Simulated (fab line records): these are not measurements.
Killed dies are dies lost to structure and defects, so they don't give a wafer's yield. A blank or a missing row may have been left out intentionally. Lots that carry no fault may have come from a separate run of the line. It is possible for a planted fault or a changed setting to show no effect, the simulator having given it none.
2 desks, one fault | flow n5 finfet | what lay behind the numbers comes last; until then each desk has only its own

FROM THE METROLOGY DESK
Lot by lot, what the gauges showed, no matter which tool ran the lot: averages of those sampled wafers that carry a number. A lot is out of limits, marked OUT, if its mean lies more than 4 standard deviations from the usual mean; the brackets give that distance.
Columns: A = M13_THK at N5_BEOL_M13_THK_MEAS_50, usual 419 nm; B = cd nm at N5_BEOL_M14_CD_MEAS_17, usual 250.6 nm
lot  | first seen here | A   | B
L805 | day 11 07:25    | 421 | 251.7
L806 | day 11 10:02    | 418 | 250.7
L810 | day 12 11:38    | 422 | 250.9
L811 | day 12 18:34    | 412 | 251.3
L814 | day 13 17:45    | 418 | 251.1
L817 | day 13 23:00    | 421 | 248.1
L816 | day 14 11:14    | 420 | 252.7
L821 | day 15 04:58    | 422 | 249.2
L823 | day 15 22:00    | 418 | 251.9
L825 | day 16 02:12    | 420 | 250.4
Result from this desk: across the 10 lots, nothing is out of limits.

TOOL OWNER'S DESK, litho track-01
The tool's own readings at N5_BEOL_M14_COAT_66 (time 60 s, resist thk 110 nm): means of the sampled wafers that have a number, for each lot that ran on this tool. A lot is out of limits, marked OUT, if its mean lies more than 4 standard deviations from the usual mean; the brackets give that distance.
Columns: A = chill plate temp C at N5_BEOL_M14_COAT_66, usual 23.02 C; B = dispense pressure kPa at N5_BEOL_M14_COAT_66, usual 52.5 kPa; C = spin speed rpm at N5_BEOL_M14_COAT_66, usual 1500.3 rpm
lot  | first seen here | A     | B    | C
L810 | day 12 14:12    | 22.99 | 50.3 | 1500.5
L814 | day 13 19:38    | 23.09 | 50.3 | 1778.8 (+99 or more) OUT
L816 | day 14 12:29    | 23.07 | 50.3 | 1778.1 (+99 or more) OUT
This desk's finding: out of limits on L814, L816; first on L814, day 13 19:38 (spin speed rpm at N5_BEOL_M14_COAT_66). L810: within limits.

BROUGHT TOGETHER
An alarm could have come from the tool owner's desk at day 13 19:38, on L814, L816.
From the metrology desk's view, nothing was out of limits.
The metrology desk has L814, L816 on record, within its limits.
N5_BEOL_M14_COAT_66 was run on litho track-01 by each of the lots named.

WHAT THE SIMULATOR PUT IN
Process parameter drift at N5_BEOL_M14_COAT_66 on litho track-01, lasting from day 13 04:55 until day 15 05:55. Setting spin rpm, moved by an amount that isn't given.
Lots struck among those shown: L814, L816.
Time in hours from fault onset to the first out-of-limits reading at each desk: the tool owner's desk, 15.
